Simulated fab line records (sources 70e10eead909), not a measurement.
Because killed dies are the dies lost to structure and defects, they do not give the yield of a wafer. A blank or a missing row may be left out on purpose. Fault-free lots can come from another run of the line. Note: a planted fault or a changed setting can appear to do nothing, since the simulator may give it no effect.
A lot that was struck, set against a sound lot || flow nand_harc || 15 steps out of a route of 1302
Sound: wafers L146.1, L146.4, L146.5. Wafers L165.3, L165.4, L165.5 were the ones struck. The cause is named last.
Each step with rows lists, per side, the tool, then ch with its chambers, then its first start. Under that, the readings that differ: sound wafers || struck wafers || difference of the means || sigmas: that difference in standard deviations of wafers without a fault.
alike: words and numbers the same on both sides, and readings whose means are apart by under 2 such deviations; not compared: readings that were withheld, readings missing a value for some wafer, numbers with overlapping values and no deviation given by the record, and bounds like >300 which may hide the same value.
A row with sigmas, a row that says differs or no value, or rows on one side alone: a step with any of these is where the two part. Numbers that have no deviation but don't overlap get no sigmas and don't part them. A reading that every wafer of one side lacks parts them only if that side has two wafers or more.

NHARC_A_M1_INSPECT_11:
  sound on defect_inspect-01 at day 23 17:49; struck on defect_inspect-02 at day 30 11:25
{"reading": "raw_defect_count", "sound": "17 20 15", "struck": "118 115 100", "difference": "+94", "sigmas": "+2"}
NHARC_A_M1_DESCUM_14: chemistry O2, time 3 s.
  sound on rie_diel-02 ch 0,1,2, day 23 17:52; struck on rie_diel-02 ch 0,1,3, day 30 11:30
  alike: drypump_motor_current_A, mfc_ar_sccm, o2_flow_sccm, oes_product_au, rf_vpp_V, showerhead_plenum_p_Torr, throttle_valve_pct
  not compared: rf_hours_counter_h
then, 1 step without rows for these wafers: NHARC_A_M1_ETCH_35 (etches the open film in N2/H2, target depth 40 nm, overetch 12 nm, time 43.94 s).
NHARC_A_M1_ETCH_15: etches the open film in C4F8/Ar, target depth 182.5 nm, time 91.2 s.
  sound: rie_diel-02 ch 0,1,3; struck: rie_diel-02 ch 0,3
{"reading": "oes_product_au (a.u.)", "sound": "0.974 0.974 0.983", "struck": "0.923 0.926 0.927", "difference": -0.052, "sigmas": -3}
  alike: rf_vpp_V
  not compared: rf_hours_counter_h
NHARC_A_M1_CD_MEAS_16:
  sound on cd_sem-01 at day 23 18:11; struck on cd_sem-02 at day 30 11:47
  alike: cd_nm
NHARC_A_M1_STRIP_18: strips in N2/H2.
  sound on rie_diel-04 ch 0,1,2, day 23 18:16; struck on rie_diel-02 ch 1,2, day 30 11:56
  alike: drypump_motor_current_A, mfc_ar_sccm, n2_flow_sccm, oes_product_au, power_w, rf_vpp_V, showerhead_plenum_p_Torr, throttle_valve_pct
  not compared: rf_hours_counter_h
then, 5 steps without rows for these wafers: NHARC_A_M1_ETCH_28 (etches the open film in CF4/N2, target depth 30 nm, time 72.99 s); NHARC_A_M1_STRIP_19 (strips in post etch residue remover, time 600 s); NHARC_A_M1_DEGAS_29 (time 60 s); NHARC_A_M1_PRE_CLEAN_30 (time 30 s); NHARC_A_M1_PVD_20 (deposits TaN, target thk 5 nm, time 8.06 s).
NHARC_A_M1_PVD_21: deposits Cu, target thk 30 nm, time 20.49 s.
  sound on pvd_sputter-03; struck on pvd_sputter-02
  alike: chamber_pressure_pa, throttle_valve_pct
NHARC_A_M1_ECD_22: material Cu, target thk 400 nm.
  sound on ecd_cu-02 ch 0, day 23 19:21; struck on ecd_cu-02 ch 0,1, day 30 13:02
  alike: bath_temp_c
NHARC_A_M1_ANNEAL_31: time 90 s.
  sound on rtp_anneal-02 ch 0, day 23 19:41; struck on rtp_anneal-02 ch 0, day 30 13:25
{"reading": "wafer_temp_C_max", "sound": "225.51 225.27 225.21", "struck": "225.76 225.50 225.83", "difference": "+0.37", "sigmas": "+2"}
NHARC_A_M1_CMP_23: polishes, t overpolish 20 s, target thk 154.34 nm.
  sound on cmp-03 ch 0,2, day 23 20:02; struck on cmp-02 ch 2,3, day 30 13:39
{"reading": "time_to_endpoint_s (s)", "sound": "28.0 27.4 26.5", "struck": "17.4 16.1 16.7", "difference": -10.6, "sigmas": -5}
  alike: motor_current_A

WHERE THEY PART
Last at NHARC_A_M1_CMP_23 as far as this record goes, first at NHARC_A_M1_INSPECT_11.

WHY: what had been put in by the simulator
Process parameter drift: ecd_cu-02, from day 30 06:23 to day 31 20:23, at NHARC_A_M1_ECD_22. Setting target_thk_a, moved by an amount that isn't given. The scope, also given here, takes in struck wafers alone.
